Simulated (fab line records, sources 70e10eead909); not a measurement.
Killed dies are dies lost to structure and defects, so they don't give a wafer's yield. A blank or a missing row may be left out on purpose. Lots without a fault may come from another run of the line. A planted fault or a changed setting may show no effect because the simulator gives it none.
Which tool did it? | flow nand_harc | 24 lots, 72 wafers sampled, at 1 step of a route of 1159

WHAT THE GAUGES READ, wafer by wafer
NHARC_A_CONTACT_OVL_MEAS_43.
lot  | measured     | on         | overlay_x_nm (nm) | overlay_y_nm (nm)
L074 | day 16 09:32 | overlay-01 | 0.7 -0.7 0.2      | 0.7 0.2 0.7
L077 | day 16 12:08 | overlay-01 | -0.3 0.4 0.2      | 1.3 1.9 1.9
L075 | day 16 15:17 | overlay-01 | 0.2 0.0 -0.4      | -0.7 -0.4 -1.0
L076 | day 16 19:41 | overlay-02 | 0.2 -0.3 0.5      | 0.0 -0.1 -0.1
L078 | day 17 00:37 | overlay-01 | 0.7 0.7 0.3       | -0.6 -1.1 -1.3
L079 | day 17 20:28 | overlay-01 | -0.9 -1.0 -0.9    | -1.2 -1.9 -0.9
L084 | day 18 02:43 | overlay-01 | -0.9 -0.5 -0.9    | -1.0 -0.6 -0.3
L080 | day 18 08:29 | overlay-02 | -1.2 -0.9 -0.9    | 1.1 0.8 0.9
L082 | day 18 15:11 | overlay-02 | -1.3 -0.9 -0.8    | -0.3 0.1 -0.6
L083 | day 18 16:55 | overlay-02 | -0.7 -0.4 -0.9    | -1.1 -1.0 -0.5
L081 | day 18 19:59 | overlay-02 | -1.4 -0.3 -0.6    | -1.3 -0.3 -0.1
L085 | day 19 05:09 | overlay-01 | 1.4 1.8 1.3       | -0.9 -0.4 -1.3
L086 | day 19 05:21 | overlay-02 | -1.0 -1.2 -0.9    | 0.2 0.1 0.5
L087 | day 19 09:16 | overlay-02 | -0.4 -1.1 0.0     | -0.2 0.3 -0.4
L088 | day 19 18:44 | overlay-01 | 1.3 0.9 1.2       | -0.6 -0.3 -0.4
L091 | day 20 05:47 | overlay-02 | 0.1 -0.4 0.0      | 1.2 0.6 1.1
L089 | day 20 05:56 | overlay-02 | -0.1 0.0 0.2      | -0.7 -1.3 -1.1
L090 | day 20 13:05 | overlay-01 | -0.1 0.4 0.3      | 1.6 0.6 1.3
L092 | day 20 13:25 | overlay-02 | -0.2 0.5 0.4      | 0.6 1.1 0.5
L093 | day 20 20:01 | overlay-02 | -0.5 0.5 0.4      | 0.8 0.5 0.5
L094 | day 20 20:56 | overlay-02 | 0.7 0.2 0.5       | 1.0 0.9 1.1
L095 | day 22 01:01 | overlay-01 | 0.4 0.7 0.7       | -0.4 -0.6 -0.4
L097 | day 22 03:25 | overlay-02 | -0.8 -0.9 -1.4    | 1.7 1.5 1.9
L096 | day 22 07:33 | overlay-01 | -0.5 0.0 -0.6     | -1.4 -0.9 -1.1

WHICH TOOL RAN EACH LOT (tool, then ch and the chambers of the sampled wafers, then the start)
The record holds no process step before these readings.

WHAT THE TOOLS THEMSELVES READ (means of the sampled wafers that have a number; where no wafer has one, the mark that the record gives instead)
The record holds no such reading with a usual standard deviation.

THE ANSWER, worked out from the rows above alone
Rule: what is usual is taken from the lots themselves. Put in order of their means at a reading, lots are off if they are a third of the lots or fewer, leave a main group of 4 or more, and stand apart from it by a gap of 3 or more times the standard deviation of the main group's means; of several such gaps the widest counts. A main group whose means are all the same, to the digits that the tables above print for the reading, isn't used. A lot without any number at a reading at which 4 lots or more have one is off too. The other lots that the step has rows for count as sound. The gauges are gone through in route order, then the tools' own readings, and for those a lot's mean is taken as printed above. The first step at which some lot is off is used, and at that step the reading that is off furthest; a lot without a number counts as furthest.
No lot is off at any reading shown: from this, nothing can be told.

WHAT THE SIMULATOR HAD PUT IN
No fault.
